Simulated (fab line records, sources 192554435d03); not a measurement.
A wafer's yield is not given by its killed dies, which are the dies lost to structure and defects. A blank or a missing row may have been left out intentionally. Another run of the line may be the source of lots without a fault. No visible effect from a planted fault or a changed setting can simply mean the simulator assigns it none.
Which of the tools did it? / flow n5_finfet / 22 wafers from 8 lots sampled at 5 of the route's 1938 steps

## WHAT EACH GAUGE READ, for each wafer
N5_BEOL_M0_RS_MEAS_126: uses a four-point probe to measure.
lot=L395; measured=day 6 01:41; on=film_metro-02; M0_RS (ohm/sq)=0.569 0.542 0.576
lot=L402; measured=day 7 15:24; on=film_metro-02; M0_RS (ohm/sq)=0.561 0.544
lot=L406; measured=day 8 16:45; on=film_metro-01; M0_RS (ohm/sq)=0.641 0.627 0.653
lot=L407; measured=day 9 03:43; on=film_metro-02; M0_RS (ohm/sq)=0.630 0.625 0.643
lot=L412; measured=day 10 11:53; on=film_metro-01; M0_RS (ohm/sq)=0.536 0.552
lot=L414; measured=day 11 02:56; on=film_metro-01; M0_RS (ohm/sq)=0.520 0.505 0.496
lot=L415; measured=day 11 03:12; on=film_metro-01; M0_RS (ohm/sq)=0.567 0.523 0.521
lot=L417; measured=day 11 11:55; on=film_metro-01; M0_RS (ohm/sq)=0.565 0.503 0.541

## WHICH TOOL RAN EACH LOT (tool, then ch and the chambers of the sampled wafers, then the start)
lot=L395; N5_BEOL_M0_STRIP_104=rie_diel-02 ch 0,1,3, day 5 20:27; N5_BEOL_M0_TRENCH_ETCH_107=rie_diel-03 ch 0,2,3, day 5 20:47; N5_BEOL_M0_STRIP_142=rie_diel-03 ch 0,2,3, day 5 20:49; N5_BEOL_M0_ETCH_109=rie_diel-02 ch 1,2,3, day 5 21:24
lot=L402; N5_BEOL_M0_STRIP_104=rie_diel-03 ch 2, day 7 11:34; N5_BEOL_M0_TRENCH_ETCH_107=rie_diel-03 ch 0,2, day 7 11:44; N5_BEOL_M0_STRIP_142=rie_diel-03 ch 0,2, day 7 11:45; N5_BEOL_M0_ETCH_109=rie_diel-01 ch 1,3, day 7 11:59
lot=L406; N5_BEOL_M0_STRIP_104=rie_diel-03 ch 0,2, day 8 11:52; N5_BEOL_M0_TRENCH_ETCH_107=rie_diel-03 ch 0,2,3, day 8 12:02; N5_BEOL_M0_STRIP_142=rie_diel-03 ch 0,2,3, day 8 12:04; N5_BEOL_M0_ETCH_109=rie_diel-03 ch 0,2,3, day 8 12:18
lot=L407; N5_BEOL_M0_STRIP_104=rie_diel-01 ch 1,2,3, day 9 00:10; N5_BEOL_M0_TRENCH_ETCH_107=rie_diel-01 ch 0,2,3, day 9 00:20; N5_BEOL_M0_STRIP_142=rie_diel-01 ch 0,2,3, day 9 00:21; N5_BEOL_M0_ETCH_109=rie_diel-01 ch 0,2,3, day 9 00:32
lot=L412; N5_BEOL_M0_STRIP_104=rie_diel-02 ch 0,1, day 10 03:23; N5_BEOL_M0_TRENCH_ETCH_107=rie_diel-03 ch 3, day 10 03:33; N5_BEOL_M0_STRIP_142=rie_diel-03 ch 3, day 10 03:34; N5_BEOL_M0_ETCH_109=rie_diel-03 ch 2, day 10 03:46
lot=L414; N5_BEOL_M0_STRIP_104=rie_diel-03 ch 0,2, day 10 23:20; N5_BEOL_M0_TRENCH_ETCH_107=rie_diel-02 ch 1,3, day 10 23:37; N5_BEOL_M0_STRIP_142=rie_diel-02 ch 1,3, day 10 23:38; N5_BEOL_M0_ETCH_109=rie_diel-01 ch 0,2,3, day 10 23:50
lot=L415; N5_BEOL_M0_STRIP_104=rie_diel-02 ch 0,1,2, day 10 23:32; N5_BEOL_M0_TRENCH_ETCH_107=rie_diel-02 ch 1,2,3, day 10 23:44; N5_BEOL_M0_STRIP_142=rie_diel-02 ch 1,2,3, day 10 23:46; N5_BEOL_M0_ETCH_109=rie_diel-01 ch 1,2, day 10 23:57
lot=L417; N5_BEOL_M0_STRIP_104=rie_diel-02 ch 0,1, day 11 08:27; N5_BEOL_M0_TRENCH_ETCH_107=rie_diel-02 ch 0,2,3, day 11 09:01; N5_BEOL_M0_STRIP_142=rie_diel-02 ch 0,2,3, day 11 09:02; N5_BEOL_M0_ETCH_109=rie_diel-01 ch 0,1,2, day 11 09:19
- N5_BEOL_M0_STRIP_104: strips in N2/H2.
- N5_BEOL_M0_TRENCH_ETCH_107: etches SiOC in C4F6/O2, target depth 32.8 nm, time 16.4 s.
- N5_BEOL_M0_STRIP_142: strips in N2/H2, time 10 s.
- N5_BEOL_M0_ETCH_109: etches SiCN in CH3F/O2, target depth 8 nm, overetch 2.4 nm, time 27.4 s.

## THE ANSWER, worked out from the rows above alone
Rule: what is usual is taken from the lots themselves. Put in order of their means at a reading, lots are off if they are a third of the lots or fewer, leave a main group of 4 or more, and stand apart from it by a gap of 3 or more times the standard deviation of the main group's means; of several such gaps the widest counts. If all means in a main group match to the digits the tables above print for the reading, that group is not used. A lot without any number at a reading at which 4 lots or more have one is off too. The other lots that the step has rows for count as sound.
Off: at N5_BEOL_M0_RS_MEAS_126 (M0_RS), L406, L407. Main group: mean 0.540 ohm/sq, sd 0.017.
If a tool, at a process step before that reading, ran all the lots that are off and no sound lot after the first of them, it fits. Gauges at N5_BEOL_M0_RS_MEAS_126: tried the same way as those tools. No candidate that was tried fits.

## WHAT THE SIMULATOR HAD INSERTED
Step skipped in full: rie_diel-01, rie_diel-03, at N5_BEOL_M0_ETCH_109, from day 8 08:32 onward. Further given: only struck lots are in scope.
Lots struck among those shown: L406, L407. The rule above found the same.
